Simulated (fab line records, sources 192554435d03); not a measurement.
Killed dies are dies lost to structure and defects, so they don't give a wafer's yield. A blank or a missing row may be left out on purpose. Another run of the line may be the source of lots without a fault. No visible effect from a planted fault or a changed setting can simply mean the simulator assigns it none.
Matching of chambers    flow n5 finfet    3 sister chambers for N5_BEOL_M5_PRE_CLEAN_77 on cvd co-02
The step time 15 s. 36 wafers are shown with their chamber, then 12 later ones without.

## EACH WAFER AND ITS CHAMBER
wafer   chamber  heater power w (W)
L076.1  2        136
L076.3  1        103
L076.6  0        86
L077.1  0        83
L077.3  2        131
L077.6  1        101
L079.1  1        104
L079.3  2        135
L079.4  1        102
L078.2  1        105
L078.4  1        104
L078.5  0        83
L080.2  2        136
L080.4  2        134
L080.5  0        85
L081.1  1        103
L081.4  0        83
L081.5  2        134
L084.2  2        138
L084.3  2        137
L084.5  0        84
L086.1  1        104
L086.3  2        136
L086.4  0        83
L087.2  0        85
L087.3  2        135
L087.5  2        136
L088.1  1        103
L088.4  0        82
L088.5  1        100
L091.3  1        105
L091.4  0        85
L091.6  2        137
L090.1  1        103
L090.3  2        134
L090.5  1        103

SIGNATURES (means of the wafers above)
reading         chamber 0  chamber 1  chamber 2  scatter within a chamber
heater power w  83.90      103.08     135.31     1.54
Rule: for each reading, subtract the chamber's mean from the wafer's reading, divide by that reading's scatter and square the result; add these up over the readings and take the root, which gives the wafer's distance from the chamber. If the next closest chamber is less than 2 further off than the closest, the wafer can't be placed; otherwise it belongs to the closest. The scatter: take each reading less its chamber's mean, square it, sum over the shown wafers, divide by the number of wafers less the number of chambers, and take the root.

## WAFERS WITH NO CHAMBER GIVEN
wafer   heater power w (W)
L093.3  137
L093.4  101
L093.6  104
L092.3  103
L092.4  140
L092.6  132
L094.1  104
L094.5  137
L094.6  103
L097.1  134
L097.2  102
L097.3  137

## CHAMBER TAKEN BY EACH
wafer   from the rows above  in truth
L093.3  2                    2
L093.4  1                    1
L093.6  1                    1
L092.3  1                    1
L092.4  2                    2
L092.6  2                    2
L094.1  1                    1
L094.5  2                    2
L094.6  1                    1
L097.1  2                    2
L097.2  1                    1
L097.3  2                    2
Correct placement for 12 of the 12. From these rows, 0 cannot be placed. Placed wrongly: 0.
